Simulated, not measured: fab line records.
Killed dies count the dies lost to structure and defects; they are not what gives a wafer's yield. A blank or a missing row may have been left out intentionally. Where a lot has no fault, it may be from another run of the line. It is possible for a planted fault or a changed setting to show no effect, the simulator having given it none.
Matching of chambers	flow n5 finfet	N5_BEOL_M6_ETCH_66 on rie diel-04 has 4 sister chambers
The step etches SOC in N2/H2, target depth 80 nm, overetch 16 nm, time 120 s. 4 wafers are shown with their chamber, then 8 later ones without.

== WAFERS, EACH WITH ITS CHAMBER ==
wafer	chamber	showerhead plenum p Torr (Torr)
L085.2	3	2.41
L085.4	1	2.42
L088.6	0	2.55
L091.1	2	2.56

== WAFERS MISSING THEIR CHAMBER ==
wafer	showerhead plenum p Torr (Torr)
L091.4	2.41
L091.5	2.41
L090.1	2.41
L090.3	2.41
L090.5	2.40
L097.1	2.40
L097.4	2.54
L097.6	2.40

== THE CHAMBER EACH PASSED THROUGH ==
wafer	from the rows above	in truth
L091.4	can't be placed: 3 or 1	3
L091.5	can't be placed: 3 or 1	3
L090.1	can't be placed: 3 or 1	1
L090.3	can't be placed: 3 or 1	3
L090.5	can't be placed: 3 or 1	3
L097.1	can't be placed: 3 or 1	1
L097.4	can't be placed: 0 or 2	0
L097.6	can't be placed: 3 or 1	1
Placed correctly: 0 of 8. Unplaceable from these rows: 8, with the true chamber sitting among the candidates in 8. Placed wrongly: 0.
How it was worked out, from the rows above alone: a wafer's distance from a chamber is the root of the sum, over the readings, of the square of ((its reading less the chamber's mean) divided by the reading's scatter). If the next closest chamber is less than 2 further off than the closest, the wafer can't be placed; otherwise it belongs to the closest. Each chamber's mean is taken over the wafers shown for it. The scatter: root of mean squared gap, hidden wafer to nearest shown wafer, with one shown wafer a chamber.
